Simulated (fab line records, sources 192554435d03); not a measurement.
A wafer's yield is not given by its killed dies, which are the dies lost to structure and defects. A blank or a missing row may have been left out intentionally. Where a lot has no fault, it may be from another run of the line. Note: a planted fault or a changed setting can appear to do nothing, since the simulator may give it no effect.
Split-lot trial -- flow n5Finfet -- on a route of 1938 steps: 7 lots, 21 wafers read

== THE SPLIT ==
At N5_MOL_CONTACT_COAG_COAT_58 (time 60 s, resist thk 10 nm), the setting spinRpm was moved away from the recipe's 1500 rpm on 9 of the 21 wafers read, by -4.6% to +10.2%. All remaining wafers had this setting at the recipe value.

== FROM THE SPLIT TO THE READING: what the file shows between them, 4 steps ==
- N5_MOL_CONTACT_COAG_COAT_02: resist thk 30 nm (also split here: spinRpm)
- N5_MOL_CONTACT_COAG_EBR_04
- N5_MOL_CONTACT_COAG_SOFTBAKE_03: time 60 s
- N5_MOL_CONTACT_COAG_DESCUM_13: chemistry O2, time 7 s

== THE READING ==
etch.depthNm (the simulator's own value, which no gauge read), in nm, at N5_MOL_CONTACT_COAG_ETCH_59 (etches underlayer in N2/H2, target depth 13 nm, time 10.4 s). No usual value for it is given in the file. Here, 12 wafers ran the recipe; their average is 10.011 nm with a standard deviation of 0.023 nm.

wafer,"tool, chamber at the split","spinRpm as run, rpm",against the recipe,"etch.depthNm, nm",against lot-mates on the recipe
L081.1,"lithoTrack-05, 0",1500,recipe,10.02,-
L081.2,"lithoTrack-05, 0",1500,recipe,10.04,-
L081.3,"lithoTrack-05, 0",1453,-3.1%,10.19,+0.160
L082.2,"lithoTrack-03, 0",1500,recipe,10.02,-
L082.4,"lithoTrack-03, 0",1500,recipe,10.02,-
L082.6,"lithoTrack-03, 0",1500,recipe,10,-
L083.3,"lithoTrack-03, 0",1653,+10.2%,9.497,-0.482
L083.4,"lithoTrack-03, 0",1653,+10.2%,9.511,-0.468
L083.6,"lithoTrack-03, 0",1500,recipe,9.979,-
L086.1,"lithoTrack-04, 0",1500,recipe,10.02,-
L086.2,"lithoTrack-04, 0",1566,+4.4%,9.802,-0.218
L086.3,"lithoTrack-04, 0",1566,+4.4%,9.789,-0.231
L087.1,"lithoTrack-05, 0",1542,+2.8%,9.838,-0.121
L087.2,"lithoTrack-05, 0",1500,recipe,9.959,-
L087.3,"lithoTrack-05, 0",1542,+2.8%,9.862,-0.097
L088.1,"lithoTrack-04, 0",1500,recipe,10.03,-
L088.4,"lithoTrack-04, 0",1642,+9.5%,9.577,-0.443
L088.6,"lithoTrack-04, 0",1500,recipe,10.01,-
L090.2,"lithoTrack-03, 0",1500,recipe,10.04,-
L090.4,"lithoTrack-03, 0",1500,recipe,9.997,-
L090.6,"lithoTrack-03, 0",1431,-4.6%,10.25,+0.232

THE FIT
A straight line over all 21 wafers: etch.depthNm changes by -0.0495 nm for each +1% of spinRpm; r = -0.99; the points scatter about the line by 0.023 nm.
The same after taking each lot's own level away (the mean of its wafers on the recipe; 21 wafers): -0.0474 nm for each +1%; r = -1.00; scatter 0.014 nm.
On that fit, the largest move of spinRpm shifts the reading by 0.48 nm.
Measured against the standard deviation above, the lots' own levels, which go from 9.9590 to 10.0300 nm, span 3.1 times it.
Hence the lot-to-lot level has little effect on the slope; both slopes agree.
Check: with one of the wafers moved furthest among these (+10.2%) left out of the fit, the line predicts -0.479 nm for it against its lot-mates. It came out at -0.482 nm against them.

== THE OTHER SPLITS THESE WAFERS WENT THROUGH ==
These wafers also went through other splits before the reading. Each is held against what the fit with the lots' levels taken away leaves over:
other split on the same wafers,wafers away from the commonest value,r with etch.depthNm (lot level and that fit taken away)
N5_SD_EPI_N_DESCUM_14 timeS,6,+0.17
N5_SDB_COAT_03 spinRpm,5,-0.03
N5_SDB_ETCH_18 sourceW,8,+0.32
N5_MOL_CONTACT_COAG_COAT_02 spinRpm,9,+0.13

== THE WHOLE CHAIN: every reading that the file lists as answering this split, in the file's order ==
step,what it does,reading,change (the file's fit),r (the file's)
N5_MOL_CONTACT_COAG_COAT_58,"time 60 s, resist thk 10 nm","underlayer_of_MOL_CONTACT_COAG_COAT_58.thkNm (the simulator's own value, which no gauge read)",-0.0471 nm for each +1% of the setting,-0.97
N5_MOL_CONTACT_COAG_ETCH_59,"etches underlayer in N2/H2, target depth 13 nm, time 10.4 s","etch.depthNm (the simulator's own value, which no gauge read)",-0.0472 nm for each +1% of the setting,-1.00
N5_MOL_CONTACT_COAG_ETCH_59,"etches underlayer in N2/H2, target depth 13 nm, time 10.4 s","CAR-EUV_of_MOL_CONTACT_COAG_COAT_02.thkNm (the simulator's own value, which no gauge read)","+0.0641 nm for each +1% of the setting, in a fit together with spinRpm@MOL_CONTACT_COAG_COAT_02",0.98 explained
N5_MOL_CONTACT_COAG_ETCH_105,"etches SiARC in CF4, target depth 15.6 nm, time 26 s","CAR-EUV_of_MOL_CONTACT_COAG_COAT_02.thkNm (the simulator's own value, which no gauge read)","+0.0646 nm for each +1% of the setting, in a fit together with spinRpm@MOL_CONTACT_COAG_COAT_02",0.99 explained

== THE FILE'S OWN FIT ==
etch.depthNm changes by -0.0472 nm for each +1% of spinRpm, r = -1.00.
